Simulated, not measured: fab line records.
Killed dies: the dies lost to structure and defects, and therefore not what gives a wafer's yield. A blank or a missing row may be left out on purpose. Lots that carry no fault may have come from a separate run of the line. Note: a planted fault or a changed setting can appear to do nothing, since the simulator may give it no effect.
Matching of chambers    flow nand_harc    rie_diel-11 running NHARC_A_CONTACT_ETCH_48: 4 sister chambers
The step etches the open film in CF4, target depth 39 nm, time 65 s. 24 wafers are shown with their chamber, then 12 later ones without.

WAFERS WITH THEIR CHAMBER
wafer   chamber  showerhead_plenum_p_Torr (Torr)  drypump_motor_current_A (A)  rf_vpp_V (V)
L079.2  3        1.79                             5.8                          150.9
L079.3  1        1.87                             5.6                          152.9
L079.6  2        1.67                             5.8                          150.4
L078.3  2        1.67                             5.7                          150.2
L078.4  1        1.87                             5.6                          152.7
L078.5  2        1.67                             5.8                          150.0
L080.1  3        1.79                             5.8                          152.2
L080.5  3        1.79                             5.8                          151.0
L080.6  2        1.67                             5.8                          152.0
L077.3  0        1.86                             5.6                          151.9
L077.5  3        1.79                             5.8                          151.4
L077.6  2        1.67                             5.8                          149.2
L083.2  1        1.87                             5.6                          151.6
L083.3  2        1.67                             5.8                          149.8
L083.4  0        1.85                             5.6                          151.1
L084.1  1        1.87                             5.5                          153.2
L084.5  1        1.87                             5.5                          153.0
L084.6  0        1.85                             5.6                          152.0
L085.1  0        1.85                             5.6                          153.1
L085.5  0        1.85                             5.6                          151.7
L085.6  3        1.78                             5.8                          151.4
L087.2  1        1.87                             5.6                          152.0
L087.3  0        1.85                             5.6                          152.8
L087.5  2        1.67                             5.7                          151.0

SIGNATURES (means of the wafers above)
reading                   chamber 0  chamber 1  chamber 2  chamber 3  scatter within a chamber
showerhead_plenum_p_Torr  1.8517     1.8700     1.6700     1.7880     0.00286
drypump_motor_current_A   5.600      5.567      5.771      5.800      0.0372
rf_vpp_V                  152.100    152.567    150.371    151.380    0.729
Rule: distance of a wafer from a chamber = root of the sum over the readings of ((wafer's reading minus chamber's mean) / reading's scatter) squared. If the next closest chamber is less than 2 further off than the closest, the wafer can't be placed; otherwise it belongs to the closest. How the scatter is found: for the shown wafers, subtract from each reading the mean of its chamber, square and add these, divide the total by (wafers less chambers), then take the root.

WAFERS WHOSE CHAMBER IS MISSING
wafer   showerhead_plenum_p_Torr (Torr)  drypump_motor_current_A (A)  rf_vpp_V (V)
L089.2  1.67                             5.8                          149.7
L089.3  1.87                             5.6                          153.1
L089.5  1.87                             5.6                          151.4
L088.2  1.86                             5.6                          153.0
L088.4  1.78                             5.8                          152.8
L088.5  1.67                             5.7                          151.3
L094.1  1.85                             5.6                          152.5
L094.3  1.78                             5.8                          151.5
L094.5  1.86                             5.5                          153.4
L097.2  1.67                             5.8                          150.4
L097.3  1.86                             5.6                          150.7
L097.5  1.86                             5.6                          151.3

WHICH CHAMBER EACH ONE RAN IN
wafer   from the rows above      in truth
L089.2  2                        2
L089.3  1                        1
L089.5  1                        1
L088.2  can't be placed: 0 or 1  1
L088.4  3                        3
L088.5  2                        2
L094.1  0                        0
L094.3  3                        3
L094.5  can't be placed: 1 or 0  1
L097.2  2                        2
L097.3  can't be placed: 0 or 1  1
L097.5  can't be placed: 0 or 1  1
Correct placement for 8 of the 12. Unplaceable from these rows: 4, with the true chamber sitting among the candidates in 4. Wrongly placed: 0.
